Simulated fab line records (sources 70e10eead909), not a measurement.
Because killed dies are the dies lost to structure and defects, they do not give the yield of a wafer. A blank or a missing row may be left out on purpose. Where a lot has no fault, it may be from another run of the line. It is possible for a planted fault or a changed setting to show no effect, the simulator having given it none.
A lot that was struck, set against a sound lot + flow nand-harc + 14 out of 1302 route steps
Sound: the wafers L204.2, L204.5, L204.6. Struck: wafers L213.3, L213.4, L213.5. The cause is given at the end.
Order at every step that has rows: each side's tool, ch and its chambers, its first start. Under that, the readings that differ: sound wafers + struck wafers + difference of the means + sigmas: that difference in standard deviations of wafers without a fault.
alike: readings with means less than 2 such deviations apart, plus words and numbers identical on both sides. not compared: withheld readings, readings lacking a value on some wafer, bounds such as >300 that could conceal the same value, and numbers that have no deviation in the record and whose values overlap.
The two part at a step that has a row with sigmas, a row that says differs or no value, or rows on one side only. Numbers that don't overlap but have no deviation are shown without sigmas and don't part them. A reading that every wafer of one side lacks parts them only if that side has two wafers or more.

first, 1 step without rows for these wafers: NHARC_A_SGD_CUT_ETCH_26 (etches SiO2 in dHF, target depth 45.8 nm).
NHARC_A_SGD_CUT_ETCHBACK_24: etches the open film in CH3F/O2, target depth 50 nm, time 92.857 s.
  sound on rie-diel-07 ch 2,3, day 20 08:02; struck on rie-diel-11 ch 0,2,3, day 23 18:37
| reading                     | sound       | struck      | difference | sigmas |
|-----------------------------|-------------|-------------|------------|--------|
| drypump-motor-current-A (A) | 5.1 5.1 5.0 | 5.4 6.8 6.4 | +1.1       | +2     |
  alike: oes-product-au, rf-vpp-V, showerhead-plenum-p-Torr, throttle-valve-pct
  not compared: rf-hours-counter-h
NHARC_A_SGD_CUT_STRIP_28: strips in O2, time 20 s.
  sound on rie-diel-07 ch 0,2,3; struck on rie-diel-11 ch 2,3
  alike: drypump-motor-current-A, oes-product-au, rf-vpp-V, showerhead-plenum-p-Torr, throttle-valve-pct
  not compared: rf-hours-counter-h
NHARC_A_SGD_CUT_INSPECT_25:
  sound on defect-inspect-01, day 20 08:16; struck on defect-inspect-02, day 23 18:51
  alike: raw-defect-count
NHARC_A_SLIT_DEP_25: deposits SiO2, target thk 200 nm.
  sound on pecvd-03 ch 0,1,2, day 20 08:22; struck on pecvd-04 ch 1,2, day 23 18:55
  alike: heater-power-w, throttle-valve-pct
NHARC_A_SLIT_DEP_00: deposits aC, target thk 6200 nm.
  sound on acl-dep-03 ch 0, day 20 09:23; struck on acl-dep-02 ch 0, day 23 20:29
  alike: throttle-valve-pct
NHARC_A_SLIT_DEP_23: deposits SiON, target thk 100 nm.
  sound on pecvd-03 ch 1,2, day 20 12:32; struck on pecvd-04 ch 0,1, day 23 22:59
  alike: heater-power-w
then, 5 steps without rows for these wafers: NHARC_A_SLIT_DEHYDRATE_01 (time 120 s); NHARC_A_SLIT_HMDS_02 (time 30 s); NHARC_A_SLIT_COAT_03 (resist thk 90 nm); NHARC_A_SLIT_SOFTBAKE_04 (time 55 s); NHARC_A_SLIT_EBR_05.
NHARC_A_SLIT_EXPOSE_06: exposes mask SLIT.
  sound on arfi-scanner-01 ch 0, day 20 12:57; struck on arfi-scanner-03, day 23 23:25
  no value came back on the struck wafers for exposure-dose-mJ-cm2, focus-offset-nm (nm); on the sound wafers exposure-dose-mJ-cm2 reads 60.50 60.38 60.43
  alike: mask
then, 1 step without rows for these wafers: NHARC_A_SLIT_PEB_07 (peb time 65 s).

== WHERE THEY PART ==
Last at NHARC_A_SLIT_EXPOSE_06 as far as this record goes, first at NHARC_A_SGD_CUT_ETCHBACK_24.

WHY: what had been put in by the simulator
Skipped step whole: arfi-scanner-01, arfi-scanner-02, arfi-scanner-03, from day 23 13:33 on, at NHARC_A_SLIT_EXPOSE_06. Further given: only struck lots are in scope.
